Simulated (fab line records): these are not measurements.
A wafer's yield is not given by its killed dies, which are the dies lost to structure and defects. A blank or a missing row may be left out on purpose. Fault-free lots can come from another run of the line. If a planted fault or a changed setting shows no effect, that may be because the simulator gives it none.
Struck lot and sound lot, side by side    flow nand-harc    26 out of 1302 route steps
Sound: these wafers, L119.1, L119.2, L119.6. Struck: wafer L130.3. The cause is given at the end.
Each step with rows lists, per side, the tool, then ch with its chambers, then its first start. Under that, the readings that differ: sound wafers    struck wafers    difference of the means    sigmas: that difference in standard deviations of wafers without a fault.
alike: words and numbers the same on both sides, and readings whose means are apart by under 2 such deviations; not compared: readings that were withheld, readings missing a value for some wafer, numbers with overlapping values and no deviation given by the record, and bounds like >300 which may hide the same value.
The two part at a step that has a row with sigmas, a row that says differs or no value, or rows on one side only. Non-overlapping numbers with no deviation appear without sigmas and do not part them. Lack of a reading on every wafer of one side parts them only where that side has two or more wafers.

first, 6 steps without rows for these wafers: NHARC_P_CONTACT_COAT_06 (resist thk 90 nm); NHARC_P_CONTACT_SOFTBAKE_07 (time 55 s); NHARC_P_CONTACT_EBR_08; NHARC_P_CONTACT_EXPOSE_09 (exposes mask P CA, target cd 90 nm); NHARC_P_CONTACT_PEB_10 (peb time 65 s); NHARC_P_CONTACT_DEVELOP_11 (develop time 35 s).
NHARC_P_CONTACT_CD_MEAS_12 targets a cd of 90 nm.
  sound on cd-sem-01 ch 0, day 8 13:14; struck on cd-sem-01 ch 0, day 13 07:20
reading     sound           struck  difference  sigmas
cd-nm (nm)  89.4 89.3 89.3  90.5    +1.2        +2
NHARC_P_CONTACT_OVL_MEAS_13:
  struck on overlay-01, day 13 07:25; sound on overlay-01, day 8 13:20
  alike: overlay-x-nm, overlay-y-nm
NHARC_P_CONTACT_INSPECT_14:
  struck on defect-inspect-02, day 13 07:27; sound on defect-inspect-01, day 8 13:22
reading           sound   struck  difference  sigmas
raw-defect-count  4 10 7  2       -5          -2
then, 1 step without rows for these wafers: NHARC_P_CONTACT_DESCUM_17 (chemistry O2, time 3 s).
NHARC_P_CONTACT_ETCH_35: etches the open film in CF4, target depth 39 nm, time 65 s.
  sound on rie-diel-05 ch 1,2,3, day 8 13:31; struck on rie-diel-01 ch 0, day 13 07:36
  alike: chamber-pressure-mTorr, drypump-motor-current-A, oes-product-au, rf-vpp-V, showerhead-plenum-p-Torr, throttle-valve-pct
  not compared: rf-hours-counter-h
then, 1 step without rows for these wafers: NHARC_P_CONTACT_ETCH_36 (etches the open film in N2/H2, target depth 260 nm, time 406.25 s).
NHARC_P_CONTACT_ETCH_18: etches the open film in C4F8/O2/Ar, target depth 481 nm, time 240.5 s.
  sound on rie-diel-05 ch 1,2,3, day 8 13:55; struck on rie-diel-01 ch 0, day 13 08:03
  alike: chamber-pressure-mTorr, oes-product-au, rf-vpp-V
  not compared: rf-hours-counter-h
then, 1 step without rows for these wafers: NHARC_P_CONTACT_STRIP_37 (strips in C4F8/O2/Ar).
NHARC_P_CONTACT_ETCH_31: etches the open film in CH3F/O2, target depth 30 nm, time 85.7 s.
  sound: rie-diel-05 ch 0,2,3; struck: rie-diel-01 ch 1
  alike: chamber-pressure-mTorr, drypump-motor-current-A, o2-flow-sccm, oes-product-au, rf-vpp-V, showerhead-plenum-p-Torr, throttle-valve-pct
  not compared: rf-hours-counter-h
NHARC_P_CONTACT_CD_MEAS_19:
  struck on cd-sem-03, day 13 08:23; sound on cd-sem-01, day 8 14:19
  alike: cd-nm
NHARC_P_CONTACT_STRIP_28: strips in O2.
  sound on rie-diel-05 ch 1,2,3, day 8 14:25; struck on rie-diel-01 ch 1, day 13 08:31
  alike: chamber-pressure-mTorr, drypump-motor-current-A, o2-flow-sccm, oes-product-au, rf-vpp-V, showerhead-plenum-p-Torr, throttle-valve-pct
  not compared: rf-hours-counter-h
then, 4 steps without rows for these wafers: NHARC_P_CONTACT_STRIP_29 (strips in post etch residue remover, time 1200 s); NHARC_P_CONTACT_DEGAS_38 (time 60 s); NHARC_P_CONTACT_PRE_CLEAN_39 (time 19.5 s); NHARC_P_CONTACT_PVD_32 (deposits Ti, target thk 5 nm, time 17.7 s).
NHARC_P_CONTACT_ALD_22: deposits TiN, target thk 3 nm, pulse time 1 s, ald cycles 150.
  sound on ald-metal-03 ch 0,2,3, day 8 15:17; struck on ald-metal-01 ch 1, day 13 09:22
  alike: heater-power-w, precursor-pulse-height-rel
then, 1 step without rows for these wafers: NHARC_P_CONTACT_CVD_23 (deposits W, target thk 200 nm, time 557 s).
NHARC_P_CONTACT_CMP_24: polishes, t overpolish 30 s, target thk 200 nm.
  sound on cmp-01 ch 1,2,3, day 8 16:07; struck on cmp-04 ch 2, day 13 10:13
  alike: motor-current-A, overpolish-run-s, time-to-endpoint-s
following that, these wafers have no rows for 1 step: NHARC_P_CONTACT_SRD_26.
-- record jumps: 19 days between struck wafers' starts before vs after; left off in module P_CONTACT, resumes in module END, first step shown is number 1302 of the route --
NHARC_END_SORT_01:
  here the record holds rows for the struck wafers (prober-02 ch 0, day 32 06:31) but none for the sound ones

## WHERE THEY PART
At NHARC_P_CONTACT_CD_MEAS_12 first; at NHARC_END_SORT_01 last (within this record only).

WHY: the cause the simulator had injected
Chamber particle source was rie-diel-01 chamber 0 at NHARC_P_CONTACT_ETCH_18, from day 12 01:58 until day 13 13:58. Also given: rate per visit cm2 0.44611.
